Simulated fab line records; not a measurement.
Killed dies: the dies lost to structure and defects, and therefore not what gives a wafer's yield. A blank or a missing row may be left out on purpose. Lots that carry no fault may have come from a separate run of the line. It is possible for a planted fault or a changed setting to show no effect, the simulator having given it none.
Which tool did it?    flow nand harc    13 lots, 39 wafers sampled, at 5 steps of a route of 1302

## WHAT EACH GAUGE READ, for each wafer
NHARC_END_SORT_01. Usual: killed at array 55, standard deviation 17; killed at other 1.1, standard deviation 1.4; killed at periphery 3.9, standard deviation 3; killed dies 59, standard deviation 17; killed open 3.5, standard deviation 2; killed short 2.6, standard deviation 1.6.
lot   measured      on         killed at array  killed at other  killed at periphery  killed dies  killed open  killed short  flag
L202  day 30 23:14  prober-02  58 69 60         0 1 0            2 4 5                60 74 65     5 10 6       4 3 5         

## WHICH TOOL RAN EACH LOT (tool, then ch and the chambers of the sampled wafers, then the start)
lot   NHARC_A_WL_FILL_ETCHBACK_04        NHARC_A_WL_FILL_ALD_19               NHARC_A_CONTACT_DEP_24           NHARC_A_CONTACT_DEP_28
L186  rie metal-01 ch 0,1, day 20 14:02  ald metal-04 ch 0,1,3, day 21 12:07  pecvd-02 ch 0,1,2, day 21 13:03  acl dep-01 ch 0, day 21 18:29
L187  rie metal-01 ch 0,1, day 20 22:19  ald metal-02 ch 1,2, day 21 14:22    pecvd-03 ch 0,1,2, day 21 15:29  acl dep-03 ch 0, day 21 19:56
L188  rie metal-01 ch 0,1, day 21 15:43  ald metal-02 ch 0,1,3, day 22 07:45  pecvd-01 ch 0,1, day 22 08:38    acl dep-03 ch 0, day 22 10:41
L189  rie metal-03 ch 0,1, day 21 15:47  ald metal-01 ch 0,1,2, day 22 07:45  pecvd-03 ch 0,1, day 22 08:41    acl dep-01 ch 0, day 22 10:43
L200  rie metal-02 ch 0,1, day 26 17:43  ald metal-01 ch 0,1, day 27 09:41    pecvd-02 ch 0,1, day 27 10:36    acl dep-01 ch 0, day 27 12:09
L202  rie metal-03 ch 0,1, day 26 21:17  ald metal-04 ch 0,2, day 27 13:16    pecvd-01 ch 0,1, day 27 14:58    acl dep-02 ch 0, day 27 19:47
L203  rie metal-01 ch 0,1, day 27 01:11  ald metal-04 ch 0,1,3, day 27 19:05  pecvd-02 ch 0,1,2, day 27 20:08  acl dep-03 ch 0, day 27 23:07
L204  rie metal-02 ch 0,1, day 27 18:52  ald metal-02 ch 0,1,3, day 28 14:02  pecvd-03 ch 0,2, day 28 15:00    acl dep-02 ch 0, day 28 15:34
L206  rie metal-01 ch 0,1, day 28 10:52  ald metal-02 ch 0,1,2, day 29 04:32  pecvd-02 ch 0,1,2, day 29 05:58  acl dep-03 ch 0, day 29 06:53
L205  rie metal-02 ch 0,1, day 28 14:13  ald metal-01 ch 0,2,3, day 29 04:35  pecvd-03 ch 1,2, day 29 06:02    acl dep-02 ch 0, day 29 06:58
L207  rie metal-03 ch 0,1, day 29 07:44  ald metal-01 ch 1,2,3, day 29 23:45  pecvd-01 ch 0,1, day 30 00:40    acl dep-02 ch 0, day 30 01:16
L208  rie metal-01 ch 0,1, day 29 18:16  ald metal-02 ch 1,3, day 30 11:42    pecvd-01 ch 0,2, day 30 12:45    acl dep-01 ch 0, day 30 13:56
L209  rie metal-03 ch 0,1, day 29 18:24  ald metal-04 ch 0,1,2, day 30 11:42  pecvd-03 ch 0,2, day 30 12:43    acl dep-02 ch 0, day 30 15:44
- NHARC_A_WL_FILL_ETCHBACK_04: etches the open film in NF3, target depth 60 nm, time 120 s.
- NHARC_A_WL_FILL_ALD_19: deposits TiN, target thk 2 nm, pulse time 3 s, ald cycles 100.
- NHARC_A_CONTACT_DEP_24: deposits SiO2, target thk 500 nm.
- NHARC_A_CONTACT_DEP_28: deposits aC, target thk 7000 nm.

## AS READ BY THE TOOLS THEMSELVES (means over the sampled wafers that have a number; for cases with no such wafer, the mark the record gives instead)
NHARC_A_WL_FILL_ETCHBACK_04. Usual: drypump motor current A 5.3 A, standard deviation 0.34; oes product au 1.001 a.u., standard deviation 0.0061.
lot   tool          drypump motor current A (A)  oes product au (a.u.)  flag
L186  rie metal-01  5.4                          0.999                  
L187  rie metal-01  5.5                          1.003                  
L188  rie metal-01  5.3                          1.003                  
L189  rie metal-03  5.5                          1.002                  
L200  rie metal-02  4.9                          1.002                  
L202  rie metal-03  5.3                          0.996                  
L203  rie metal-01  5.5                          1.002                  
L204  rie metal-02  4.9                          0.999                  
L206  rie metal-01  5.5                          1.004                  
L205  rie metal-02  4.8                          1.005                  
L207  rie metal-03  5.3                          1.000                  
L208  rie metal-01  5.5                          0.999                  
L209  rie metal-03  5.3                          1.006                  

NHARC_A_WL_FILL_ALD_19. Usual: heater power w 1082 W, standard deviation 91; precursor pulse height rel 0.997, standard deviation 0.021.
lot   tool          heater power w (W)  precursor pulse height rel  flag
L186  ald metal-04  1039                1.007                       
L187  ald metal-02  1108                1.003                       
L188  ald metal-02  1087                1.002                       
L189  ald metal-01  1028                0.986                       
L200  ald metal-01  1139                1.000                       
L202  ald metal-04  1176                0.991                       
L203  ald metal-04  1074                0.979                       
L204  ald metal-02  1070                1.006                       
L206  ald metal-02  1125                0.994                       
L205  ald metal-01  1106                0.999                       
L207  ald metal-01  1061                0.993                       
L208  ald metal-02  1143                1.013                       
L209  ald metal-04  1141                1.012                       

NHARC_A_CONTACT_DEP_24. Usual: chamber pressure Torr 6.500 Torr, standard deviation 0.014; heater power w 585 W, standard deviation 92; showerhead vpp V 1847 V, standard deviation 73; throttle valve pct 15.9 %, standard deviation 0.5.
lot   tool      chamber pressure Torr (Torr)  heater power w (W)  showerhead vpp V (V)  throttle valve pct (%)  flag
L186  pecvd-02  6.498                         565                 1877                  16.3                    
L187  pecvd-03  6.506                         530                 1850                  15.6                    
L188  pecvd-01  6.500                         590                 1778                  15.9                    
L189  pecvd-03  6.499                         502                 1884                  15.6                    
L200  pecvd-02  6.499                         505                 1863                  16.1                    
L202  pecvd-01  6.488                         607                 1766                  16.2                    
L203  pecvd-02  6.501                         566                 1874                  16.3                    
L204  pecvd-03  6.485                         544                 1811                  15.6                    
L206  pecvd-02  6.485                         585                 1875                  16.0                    
L205  pecvd-03  6.501                         474                 1828                  15.6                    
L207  pecvd-01  6.506                         578                 1776                  15.6                    
L208  pecvd-01  6.498                         669                 1895                  15.7                    
L209  pecvd-03  6.507                         571                 1820                  15.4                    

NHARC_A_CONTACT_DEP_28. Usual: throttle valve pct 35.000 %, standard deviation 0.0089.
lot   tool        throttle valve pct (%)  flag
L186  acl dep-01  35.001                  
L187  acl dep-03  34.999                  
L188  acl dep-03  35.000                  
L189  acl dep-01  34.995                  
L200  acl dep-01  35.004                  
L202  acl dep-02  34.995                  
L203  acl dep-03  35.000                  
L204  acl dep-02  34.992                  
L206  acl dep-03  35.004                  
L205  acl dep-02  34.993                  
L207  acl dep-02  35.002                  
L208  acl dep-01  35.002                  
L209  acl dep-02  35.008                  

## THE ANSWER, worked out from the rows above alone
Rule: a lot counts as off when the mean over its wafers that have a number is more than 3 standard deviations away from the usual mean. A lot without any number at a reading at which 4 lots or more have one is off too. All remaining lots with rows at the step are treated as sound. Order of review: gauges by route order, followed by the tools' own readings, for which a lot's mean as printed above is used. At the first step where some lot is off, the reading lying furthest off is the one used; lots without a number count as furthest.
No lot is off on any of the readings shown, so nothing can be concluded from this.

## WHAT THE SIMULATOR HAD PUT IN
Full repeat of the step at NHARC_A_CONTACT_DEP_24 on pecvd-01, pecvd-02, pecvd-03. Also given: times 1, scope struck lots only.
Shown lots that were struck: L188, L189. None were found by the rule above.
